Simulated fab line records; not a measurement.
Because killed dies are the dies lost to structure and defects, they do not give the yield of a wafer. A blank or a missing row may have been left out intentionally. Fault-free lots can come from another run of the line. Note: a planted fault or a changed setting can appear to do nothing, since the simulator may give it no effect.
Which tool is to blame?    flow nand-harc    11 lots with 33 wafers sampled at 2 steps, on a route of 1159 steps

WHAT THE GAUGES READ, wafer by wafer
NHARC_P_ZERO_WELL_CD_MEAS_24: the cd target is 720 nm.
lot   measured     on         cd-nm (nm)
L237  day 1 14:37  cd-sem-02  720.7 719.3 718.8
L238  day 1 20:37  cd-sem-03  722.6 721.1 724.5
L239  day 2 02:43  cd-sem-03  724.1 726.3 722.4
L245  day 3 14:37  cd-sem-01  718.3 718.6 721.8
L250  day 4 20:27  cd-sem-02  721.9 722.9 720.6
L252  day 5 08:35  cd-sem-02  - - -
L253  day 5 14:28  cd-sem-01  719.7 721.4 717.2
L257  day 6 14:21  cd-sem-03  719.6 719.1 717.6
L258  day 6 20:35  cd-sem-02  720.2 722.7 719.8
L259  day 7 02:45  cd-sem-01  718.0 714.9 718.4
L260  day 7 08:37  cd-sem-03  718.8 719.0 720.5

WHAT TOOL EACH LOT RAN ON (gives the tool, then ch and the chambers of the sampled wafers, and finally the start)
lot   NHARC_P_ZERO_WELL_EXPOSE_21
L237  krf-scanner-03 ch 0, day 1 14:28
L238  krf-scanner-04 ch 0, day 1 20:28
L239  krf-scanner-03 ch 0, day 2 02:34
L245  krf-scanner-02 ch 0, day 3 14:28
L250  krf-scanner-04 ch 0, day 4 20:18
L252  krf-scanner-04 ch 0, day 5 08:25
L253  krf-scanner-04 ch 0, day 5 14:19
L257  krf-scanner-02 ch 0, day 6 14:12
L258  krf-scanner-03 ch 0, day 6 20:26
L259  krf-scanner-02 ch 0, day 7 02:35
L260  krf-scanner-03 ch 0, day 7 08:27
- NHARC_P_ZERO_WELL_EXPOSE_21: exposes mask P NWELL, target cd 720 nm.

THE ANSWER, worked out from the rows above alone
Rule: the usual values come from the lots themselves. The widest of any qualifying gaps counts: lots, ordered by their means at a reading, are off when they make up no more than a third of the lots, leave a main group of 4 or more, and stand apart from it by 3 or more times the standard deviation of that group's means. The tables above print the reading to a certain number of digits; a main group whose means all agree to those digits is not used. Also off: a lot with no number at a reading for which 4 or more lots have one. Any other lot the step has rows for is counted as sound.
Off: L252 (NHARC_P_ZERO_WELL_CD_MEAS_24, cd-nm). Without a number there: L252. Mean 720.4 nm and standard deviation 2 in the main group.
If a tool, at a process step before that reading, ran all the lots that are off and no sound lot after the first of them, it fits. Those tools and the gauges at NHARC_P_ZERO_WELL_CD_MEAS_24 are tried in the same way. Of those tried, none fits.

WHAT WAS PUT IN BY THE SIMULATOR
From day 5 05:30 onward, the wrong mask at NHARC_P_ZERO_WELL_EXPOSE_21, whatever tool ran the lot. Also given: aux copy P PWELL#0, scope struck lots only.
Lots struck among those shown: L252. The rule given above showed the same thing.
